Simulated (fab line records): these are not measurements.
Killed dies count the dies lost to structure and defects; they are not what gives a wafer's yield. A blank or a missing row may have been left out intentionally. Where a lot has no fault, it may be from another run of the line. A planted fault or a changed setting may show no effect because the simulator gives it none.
Matching of chambers | flow nand_harc | cmp-03 running NHARC_THIN_TSV_CMP_21: 4 sister chambers
The step polishes, t overpolish 30 s, target thk 2000 nm. 14 wafers are shown with their chamber, then 7 later ones without.

== WAFERS, EACH WITH ITS CHAMBER ==
wafer  | chamber | motor_current_A (A) | overpolish_run_s (s) | edge_zone_pressure_frac
L458.4 | 1       | 15.4                | 30.004               | 1.000
L458.5 | 3       | 11.3                | 30.003               | 0.998
L458.6 | 0       | 11.0                | 30.002               | 1.004
L457.1 | 2       | 14.5                | 29.992               | 0.999
L457.3 | 3       | 12.2                | 30.013               | 0.998
L457.6 | 1       | 15.5                | 29.996               | 0.998
L460.1 | 1       | 14.6                | 29.993               | 0.999
L460.5 | 1       | 15.1                | 29.995               | 0.999
L460.6 | 2       | 14.2                | 30.004               | 0.994
L461.1 | 0       | 11.6                | 30.004               | 0.998
L461.2 | 3       | 12.3                | 29.999               | 1.001
L461.6 | 1       | 14.6                | 30.007               | 1.007
L465.1 | 0       | 12.2                | 30.010               | 1.001
L465.2 | 2       | 13.4                | 29.993               | 1.002

SIGNATURES (averages over the wafers above)
reading                 | chamber 0 | chamber 1 | chamber 2 | chamber 3 | scatter within a chamber
motor_current_A         | 11.600    | 15.040    | 14.033    | 11.933    | 0.52
overpolish_run_s        | 30.00533  | 29.99900  | 29.99633  | 30.00500  | 0.00614
edge_zone_pressure_frac | 1.00100   | 1.00060   | 0.99833   | 0.99900   | 0.00331
Rule: for each reading, subtract the chamber's mean from the wafer's reading, divide by that reading's scatter and square the result; add these up over the readings and take the root, which gives the wafer's distance from the chamber. The wafer belongs to the nearest chamber; if the next one is less than 2 further off, it can't be placed. The scatter: the root of (the sum of the squares of (reading less its chamber's mean) over the shown wafers, divided by (wafers less chambers)).

== WAFERS WITH NO CHAMBER GIVEN ==
wafer  | motor_current_A (A) | overpolish_run_s (s) | edge_zone_pressure_frac
L465.6 | 15.0                | 29.990               | 1.003
L471.1 | 11.7                | 29.991               | 1.007
L471.4 | 15.0                | 29.997               | 1.002
L471.6 | 12.6                | 30.001               | 1.001
L473.4 | 11.8                | 30.009               | 0.987
L473.5 | 14.8                | 30.008               | 1.003
L473.6 | 12.0                | 30.006               | 0.996

== CHAMBER TAKEN BY EACH ==
wafer  | from the rows above          | in truth
L465.6 | can't be placed: 1 or 2      | 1
L471.1 | can't be placed: 0 or 3      | 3
L471.4 | can't be placed: 1 or 2      | 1
L471.6 | can't be placed: 3 or 0 or 2 | 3
L473.4 | can't be placed: 3 or 0      | 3
L473.5 | can't be placed: 1 or 2      | 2
L473.6 | can't be placed: 3 or 0      | 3
Placed correctly: 0 of 7. Can't be placed from these rows: 7 (the true chamber is among the candidates in 7). Number placed wrongly: 0.
